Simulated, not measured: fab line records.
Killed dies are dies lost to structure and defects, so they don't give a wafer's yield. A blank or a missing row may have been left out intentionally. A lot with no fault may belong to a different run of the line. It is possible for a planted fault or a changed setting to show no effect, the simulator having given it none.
fab line records + flow n5Finfet
record
- lots=7
- wafers=19
- lastDay=18
route steps=1938 shown BEOL_M5@1179
lots untouched by any fault: they come from a run of this same line in which no faults occurred
startH: hours from the record's opening day to when the first of the lot's shown wafers began + waitH: hours since the lot's step before + " identical to the entry in the row above + L1.1+2: one row covering several wafers at once + - either no value or no given start + * or withheld: withheld + < > ~ a bound
route shown NAME@n: a module of which the file shows steps, and the number in the route of the first + usual: average and standard deviation across the fault-free wafers + same: alike in all rows + chamber/n: place in a boat + sites: readings site by site + _std_site: standard deviation across them + _edge_site: mean of outer sites minus mean of inner sites + radiusMm: how far each site lies from the wafer's centre + mask NAME#n: copy n + behind: the last tool/chamber to shape the wafer + hold: reason for holding the lot/hours on hold/outcome of the hold + device: transistor that didn't switch, given as n, p or np + end of line: at the end of the route, the tests of the same wafers + step lacking rows: just its recipe + killed: dies that structure and defects cost at the first sort, which is not the same as the wafer's yield + map: a wafer's dies, x killed, . not, _ none there
set.NAME: setting as actually run; set.NAME@STEP: the setting as run at that earlier step + model.NAME: the simulator's own value behind a step, which no gauge read
a table for each step, a row for each wafer; lots at some steps of the route
services: when a tool's chamber went out of use (startH, in hours from the record's first day, below 0 if earlier), for how many hours, and the reason
## steps
# step N5_BEOL_M5_SPUTTER_83
# recipe
- material=Cu
- targetThkA=150
- tempC=-20
- chamberPressurePa=0.07
- powerW=withheld
- timeS=27.62
# usual
- throttleValvePct=30.1/1.1
| lot.wafer | tool          | chamber | startH | waitH | throttleValvePct |
|-----------|---------------|---------|--------|-------|------------------|
| L752.4    | pvdSputter-03 | -       | 190.68 | 0.5   | 30.0             |
| L752.5    | "             | -       | "      | "     | 30.8             |
| L752.6    | "             | -       | "      | "     | 28.7             |
| L754.1    | pvdSputter-02 | -       | 211.40 | 0.5   | 30.5             |
| L754.5    | "             | -       | "      | "     | 30.8             |
| L757.1    | pvdSputter-03 | -       | 218.82 | 0.5   | 30.3             |
| L757.5    | "             | -       | "      | "     | 28.4             |
| L757.6    | "             | -       | "      | "     | 31.3             |
| L758.4    | pvdSputter-02 | -       | 223.80 | 0.5   | 30.5             |
| L758.5    | "             | -       | "      | "     | 29.7             |
| L768.4    | pvdSputter-01 | -       | 291.13 | 0.5   | 29.7             |
| L768.5    | "             | -       | "      | "     | 29.5             |
| L768.6    | "             | -       | "      | "     | 32.0             |
| L771.1    | pvdSputter-01 | -       | 321.35 | 0.5   | 30.0             |
| L771.2    | "             | -       | "      | "     | 31.8             |
| L771.5    | "             | -       | "      | "     | 29.9             |
| L775.2    | pvdSputter-03 | -       | 329.93 | 0.5   | 28.5             |
| L775.3    | "             | -       | "      | "     | 30.4             |
| L775.5    | "             | -       | "      | "     | 28.3             |
# step N5_BEOL_M5_ANNEAL_84
# recipe
- tempC=400
- timeS=1800
- ambient=vacuum
# step N5_BEOL_M5_SPUTTER_88
# recipe
- material=Cu
- targetThkA=150
- tempC=-20
- chamberPressurePa=0.07
- powerW=withheld
- timeS=27.62
# usual
- throttleValvePct=30.1/1.1
| lot.wafer | tool          | chamber | startH | waitH | throttleValvePct |
|-----------|---------------|---------|--------|-------|------------------|
| L752.4    | pvdSputter-03 | -       | 191.76 | 0.5   | 30.0             |
| L752.5    | "             | -       | "      | "     | 30.5             |
| L752.6    | "             | -       | "      | "     | 28.4             |
| L754.1    | pvdSputter-02 | -       | 216.82 | 4.8   | 30.7             |
| L754.5    | "             | -       | "      | "     | 30.7             |
| L757.1    | pvdSputter-03 | -       | 219.91 | 0.5   | 30.0             |
| L757.5    | "             | -       | "      | "     | 28.4             |
| L757.6    | "             | -       | "      | "     | 31.3             |
| L758.4    | pvdSputter-02 | -       | 224.89 | 0.5   | 30.6             |
| L758.5    | "             | -       | "      | "     | 29.9             |
| L768.4    | pvdSputter-01 | -       | 292.22 | 0.5   | 29.5             |
| L768.5    | "             | -       | "      | "     | 29.5             |
| L768.6    | "             | -       | "      | "     | 32.2             |
| L771.1    | pvdSputter-01 | -       | 322.44 | 0.5   | 29.9             |
| L771.2    | "             | -       | "      | "     | 32.0             |
| L771.5    | "             | -       | "      | "     | 29.9             |
| L775.2    | pvdSputter-03 | -       | 331.02 | 0.5   | 28.3             |
| L775.3    | "             | -       | "      | "     | 30.7             |
| L775.5    | "             | -       | "      | "     | 28.4             |
# step N5_BEOL_M5_ANNEAL_89
# recipe
- tempC=400
- timeS=1800
- ambient=vacuum
# step N5_BEOL_M5_SPUTTER_90
# recipe
- material=Cu
- targetThkA=45
- tempC=-20
- chamberPressurePa=0.07
- powerW=withheld
- timeS=8.29
# step N5_BEOL_M5_ECD_50
# recipe
- material=Cu
- targetThkA=3000
# step N5_BEOL_M5_ANNEAL_51
# recipe
- tempC=225
- timeS=90
- ambient=N2
# usual
- annealTempC=225.04/0.2
- wafer_temp_C_max=225.9/0.31
| lot.wafer | tool         | chamber | startH | waitH | annealTempC | wafer_temp_C_max |
|-----------|--------------|---------|--------|-------|-------------|------------------|
| L752.4    | rtpAnneal-01 | 0       | 193.19 | 0.2   | 224.84      | 225.9            |
| L752.5    | "            | 0       | "      | "     | 224.91      | 225.8            |
| L752.6    | "            | 0       | "      | "     | 224.57      | 225.6            |
| L754.1    | rtpAnneal-01 | 0       | 218.11 | 0.1   | 224.90      | 226.1            |
| L754.5    | "            | 0       | "      | "     | 225.15      | 225.4            |
| L757.1    | rtpAnneal-01 | 0       | 223.12 | 2.0   | 224.85      | 225.7            |
| L757.5    | "            | 0       | "      | "     | 225.15      | 225.6            |
| L757.6    | "            | 0       | "      | "     | 225.07      | 225.7            |
| L758.4    | rtpAnneal-02 | 0       | 226.36 | 0.2   | 224.93      | 226.3            |
| L758.5    | "            | 0       | "      | "     | 225.23      | 226.1            |
| L768.4    | rtpAnneal-02 | 0       | 293.65 | 0.2   | 225.02      | 226.0            |
| L768.5    | "            | 0       | "      | "     | 224.70      | 226.1            |
| L768.6    | "            | 0       | "      | "     | 224.68      | 226.1            |
| L771.1    | rtpAnneal-02 | 0       | 324.43 | 0.1   | 225.09      | 225.7            |
| L771.2    | "            | 0       | "      | "     | 225.16      | 226.0            |
| L771.5    | "            | 0       | "      | "     | 225.00      | 225.9            |
| L775.2    | rtpAnneal-01 | 0       | 332.35 | 0.1   | 225.10      | 226.1            |
| L775.3    | "            | 0       | "      | "     | 224.77      | 225.7            |
| L775.5    | "            | 0       | "      | "     | 224.88      | 226.0            |
# step N5_BEOL_M5_CMP_52
# recipe
- stopOn=SiCOH_lowk
- tOverpolishS=6.9
- downForcePsi=1
- platenRpm=50
- clearingPlatenDownForcePsi=1.5
- clearingPlatenRpm=50
- postCmpClean=cuAlkaline
- targetThkNm=62
- clearingPlatenPadVelocityMS=0.99484
- padVelocityMS=0.99484
# usual
- barrierFieldEndpointS=24.6/0.55
- motorCurrentA=6.0/0.76
- overpolishRunS=6.900/0.0089
- slurryFilterDpKPa=13.49/0.14
- timeToEndpointS=62.0/2.7
| lot.wafer | tool   | chamber | startH | waitH | barrierFieldEndpointS | motorCurrentA | overpolishRunS | slurryFilterDpKPa | timeToEndpointS |
|-----------|--------|---------|--------|-------|-----------------------|---------------|----------------|-------------------|-----------------|
| L752.4    | cmp-02 | 3       | 193.48 | 0.2   | 24.6                  | 5.5           | 6.894          | 13.70             | 62.8            |
| L752.5    | "      | 0       | "      | "     | 24.2                  | 5.2           | 6.892          | 13.57             | 61.9            |
| L752.6    | "      | 1       | "      | "     | 25.4                  | 6.5           | 6.896          | 13.41             | 65.5            |
| L754.1    | cmp-02 | 0       | 218.41 | 0.3   | 24.5                  | 5.6           | 6.902          | 13.50             | 62.5            |
| L754.5    | "      | 0       | "      | "     | 25.4                  | 5.3           | 6.915          | 13.56             | 62.0            |
| L757.1    | cmp-03 | 2       | 223.53 | 0.4   | 24.2                  | 5.9           | 6.880          | 13.27             | 63.7            |
| L757.6    | "      | 3       | "      | "     | 24.3                  | 8.2           | 6.906          | 13.59             | 58.9            |
| L757.5    | "      | 0       | "      | "     | 24.1                  | 5.7           | 6.897          | 13.46             | 60.0            |
| L758.4    | cmp-02 | 3       | 226.56 | 0.2   | 25.0                  | 6.0           | 6.920          | 13.51             | 62.6            |
| L758.5    | "      | 3       | "      | "     | 25.0                  | 5.9           | 6.906          | 13.41             | 63.9            |
| L768.4    | cmp-03 | 0       | 293.82 | 0.1   | 25.6                  | 5.8           | 6.900          | 13.39             | 67.4            |
| L768.6    | "      | 0       | "      | "     | 24.9                  | 5.8           | 6.892          | 13.46             | 66.3            |
| L768.5    | "      | 1       | "      | "     | 25.3                  | 6.1           | 6.905          | 13.57             | 65.8            |
| L771.1    | cmp-02 | 2       | 324.77 | 0.3   | 23.9                  | 5.5           | 6.885          | 13.60             | 60.5            |
| L771.2    | "      | 0       | "      | "     | 23.5                  | 5.3           | 6.902          | 13.56             | 57.3            |
| L771.5    | "      | 2       | "      | "     | 23.9                  | 5.6           | 6.900          | 13.47             | 59.5            |
| L775.3    | cmp-02 | 0       | 332.60 | 0.2   | 24.3                  | 5.0           | 6.907          | 13.34             | 61.5            |
| L775.2    | "      | 3       | "      | "     | 23.6                  | 5.8           | 6.899          | 13.62             | 63.7            |
| L775.5    | "      | 0       | "      | "     | 24.6                  | 5.5           | 6.901          | 13.50             | 61.3            |
# step N5_BEOL_M5_THK_MEAS_53
# recipe
- thkMeasGauge=xrf
- reads=Cu_of_BEOL_M5_ECD_50
# usual
- M5_THK=62.6/1.5
| lot.wafer | tool         | chamber | startH | waitH | M5_THK[nm] |
|-----------|--------------|---------|--------|-------|------------|
| L752.4    | filmMetro-01 | -       | 193.66 | -     | 63.1       |
| L752.5    | "            | -       | "      | "     | 63.7       |
| L752.6    | "            | -       | "      | "     | 62.3       |
| L754.1    | filmMetro-02 | -       | 218.70 | -     | 62.2       |
| L754.5    | "            | -       | "      | "     | 58.5       |
| L757.1    | filmMetro-02 | -       | 223.71 | -     | 61.9       |
| L757.5    | "            | -       | "      | "     | 61.6       |
| L757.6    | "            | -       | "      | "     | 60.6       |
| L758.4    | filmMetro-02 | -       | 226.82 | -     | 60.3       |
| L758.5    | "            | -       | "      | "     | 62.8       |
| L768.4    | filmMetro-01 | -       | 294.12 | -     | 64.5       |
| L768.5    | "            | -       | "      | "     | 63.1       |
| L768.6    | "            | -       | "      | "     | 64.9       |
| L771.1    | filmMetro-01 | -       | 325.02 | -     | 62.2       |
| L771.2    | "            | -       | "      | "     | 63.5       |
| L771.5    | "            | -       | "      | "     | 62.4       |
| L775.2    | filmMetro-02 | -       | 332.90 | -     | 61.6       |
| L775.3    | "            | -       | "      | "     | 61.4       |
| L775.5    | "            | -       | "      | "     | 61.7       |
# step N5_BEOL_M5_PRE_CLEAN_77
# recipe
- gas=NH3/H2
- timeS=15
- tempC=*
- rfPowerW=300
# usual
- heaterPowerW=85/20
| lot.wafer | tool     | chamber | startH | waitH | heaterPowerW |
|-----------|----------|---------|--------|-------|--------------|
| L752.4    | cvdCo-01 | 0       | 193.71 | 0.1   | 51           |
| L752.5    | "        | 2       | "      | "     | 79           |
| L752.6    | "        | 1       | "      | "     | 111          |
| L754.1    | cvdCo-01 | 1       | 218.74 | 0.0   | 116          |
| L754.5    | "        | 1       | "      | "     | 111          |
| L757.1    | cvdCo-02 | 2       | 223.75 | 0.0   | 87           |
| L757.5    | "        | 0       | "      | "     | 93           |
| L757.6    | "        | 1       | "      | "     | 87           |
| L758.4    | cvdCo-01 | 1       | 226.87 | 0.1   | 113          |
| L758.5    | "        | 2       | "      | "     | 79           |
| L768.4    | cvdCo-01 | 1       | 294.17 | 0.1   | 117          |
| L768.5    | "        | 0       | "      | "     | 50           |
| L768.6    | "        | 2       | "      | "     | 78           |
| L771.1    | cvdCo-02 | 1       | 325.06 | 0.0   | 84           |
| L771.2    | "        | 2       | "      | "     | 91           |
| L771.5    | "        | 2       | "      | "     | 90           |
| L775.2    | cvdCo-01 | 0       | 332.93 | 0.0   | 50           |
| L775.3    | "        | 2       | "      | "     | 79           |
| L775.5    | "        | 2       | "      | "     | 77           |
# step N5_BEOL_M5_CO_CAP_78
# recipe
- material=Co
- targetThkA=20
- tempC=200
- precursor=CCTBA/H2
- pressureTorr=30
- timeS=102.1
# step N5_BEOL_M5_PRE_CLEAN_55
# recipe
- gas=NH3
- timeS=15
- tempC=withheld
- rfPowerW=300
# step N5_BEOL_M5_DEP_56
# recipe
- material=SiCN
- targetThkA=80
- tempC=withheld
- precursor=3MS/NH3
- pressureTorr=3
- rfW=202
- timeS=14
# usual
- showerheadPlenumPTorr=3.664/0.0094
- throttleValvePct=9.1/0.51
| lot.wafer | tool     | chamber | startH | waitH | showerheadPlenumPTorr | throttleValvePct | model.SiCN_of_BEOL_M5_DEP_56.thkNm |
|-----------|----------|---------|--------|-------|-----------------------|------------------|------------------------------------|
| L752.4    | pecvd-04 | 2       | 193.87 | 0.0   | 3.655                 | 8.7              | 8                                  |
| L752.5    | "        | 1       | "      | "     | 3.682                 | 8.5              | 8.2                                |
| L752.6    | "        | 0       | "      | "     | 3.669                 | 10.2             | 8                                  |
| L754.1    | pecvd-01 | 1       | 218.89 | 0.0   | 3.676                 | 9.1              | 7.2                                |
| L754.5    | "        | 0       | "      | "     | 3.667                 | 8.7              | 7.2                                |
| L757.1    | pecvd-01 | 0       | 223.91 | 0.0   | 3.660                 | 8.9              | 7.4                                |
| L757.5    | "        | 1       | "      | "     | 3.680                 | 9.1              | 7.6                                |
| L757.6    | "        | 2       | "      | "     | 3.659                 | 8.7              | 8.2                                |
| L758.4    | pecvd-01 | 1       | 227.03 | 0.0   | 3.679                 | 9.0              | 8                                  |
| L758.5    | "        | 2       | "      | "     | 3.662                 | 8.8              | 7.4                                |
| L768.4    | pecvd-01 | 0       | 294.33 | 0.0   | 3.660                 | 8.8              | 8                                  |
| L768.5    | "        | 2       | "      | "     | 3.659                 | 8.9              | 8                                  |
| L768.6    | "        | 1       | "      | "     | 3.666                 | 9.3              | 8.2                                |
| L771.1    | pecvd-01 | 1       | 325.23 | 0.0   | 3.671                 | 9.3              | 8                                  |
| L771.2    | "        | 2       | "      | "     | 3.670                 | 9.0              | 8.2                                |
| L771.5    | "        | 2       | "      | "     | 3.663                 | 9.0              | 8.4                                |
| L775.2    | pecvd-02 | 2       | 333.09 | 0.0   | 3.663                 | 9.1              | 7.8                                |
| L775.3    | "        | 0       | "      | "     | 3.652                 | 10.2             | 7.8                                |
| L775.5    | "        | 1       | "      | "     | 3.651                 | 9.4              | 8                                  |
# step N5_BEOL_M5_RS_MEAS_57
# recipe
- thkMeasGauge=four-point-probe
- reads=Co_of_BEOL_M5_CO_CAP_78+Cu_of_BEOL_M5_ECD_50+Co_of_BEOL_M5_CVD_47+TaN_of_BEOL_M5_ALD_86
# usual
- M5_RS=0.387/0.011
| lot.wafer | tool         | chamber | startH | waitH | M5_RS[ohm/sq] |
|-----------|--------------|---------|--------|-------|---------------|
| L752.4    | filmMetro-01 | -       | 193.92 | 0.0   | 0.381         |
| L752.5    | "            | -       | "      | "     | 0.374         |
| L752.6    | "            | -       | "      | "     | 0.387         |
| L754.1    | filmMetro-02 | -       | 218.96 | 0.0   | 0.390         |
| L754.5    | "            | -       | "      | "     | 0.417         |
| L757.1    | filmMetro-02 | -       | 223.97 | 0.0   | 0.388         |
| L757.5    | "            | -       | "      | "     | 0.393         |
| L757.6    | "            | -       | "      | "     | 0.400         |
| L758.4    | filmMetro-02 | -       | 227.08 | 0.0   | 0.406         |
| L758.5    | "            | -       | "      | "     | 0.387         |
| L768.4    | filmMetro-02 | -       | 294.38 | 0.0   | 0.370         |
| L768.5    | "            | -       | "      | "     | 0.380         |
| L768.6    | "            | -       | "      | "     | 0.367         |
| L771.1    | filmMetro-01 | -       | 325.31 | 0.1   | 0.392         |
| L771.2    | "            | -       | "      | "     | 0.384         |
| L771.5    | "            | -       | "      | "     | 0.392         |
| L775.2    | filmMetro-01 | -       | 333.16 | 0.1   | 0.395         |
| L775.3    | "            | -       | "      | "     | 0.393         |
| L775.5    | "            | -       | "      | "     | 0.392         |
## services
| tool          | chamber | startH | hours | kind                          |
|---------------|---------|--------|-------|-------------------------------|
| pecvd-04      | 0       | 166.73 | 2.1   | scheduledDown                 |
| pecvd-01      | 0       | 168.39 | 5.5   | scheduledDown                 |
| rtpAnneal-01  | -       | 172.14 | 1.0   | pm                            |
| pecvd-02      | 1       | 178.44 | 17.0  | repair                        |
| pecvd-02      | 0       | 197.30 | 2.1   | scheduledDown                 |
| cvdCo-01      | -       | 201.25 | 2.8   | pm                            |
| cmp-02        | -       | 205.70 | 5.9   | pm                            |
| pecvd-04      | 0       | 228.16 | 5.5   | scheduledDown                 |
| cvdCo-02      | 0       | 240.22 | 3.9   | repair                        |
| cmp-03        | -       | 243.11 | 0.5   | repair                        |
| cmp-02        | -       | 247.15 | 4.0   | pm                            |
| cmp-02        | -       | 251.15 | -     | consumableReplace:conditioner |
| cmp-02        | -       | 251.15 | -     | consumableReplace:pad         |
| cmp-02        | -       | 256.86 | 1.4   | repair                        |
| cvdCo-01      | -       | 263.83 | 0.6   | repair                        |
| pvdSputter-03 | -       | 271.86 | 1.3   | repair                        |
| pecvd-04      | -       | 300.67 | 1.8   | repair                        |
| cvdCo-01      | -       | 301.80 | 14.6  | pm                            |
| pecvd-01      | 0       | 320.20 | 12.9  | repair                        |
| cmp-02        | -       | 326.83 | 0.7   | repair                        |
## key
firstSign none at tools or gauges
modelEffect
- step=N5_BEOL_M5_DEP_56
- value=SiCN_of_BEOL_M5_DEP_56.thkNm
- without=8.04
- struck=7.36
metAt N5_BEOL_M5_DEP_56
struckWafers L754.1,L754.5,L757.1,L757.5,L758.5
fault
- kind=processParameterDrift
- tool=pecvd-01
- chamber=-
- onsetH=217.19
- steps=N5_BEOL_M5_DEP_56
- channel=timeS
- offset=*
- shape=step
- endH=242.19
- scope=struckWafersOnly
- actsIn=*
- stated=*
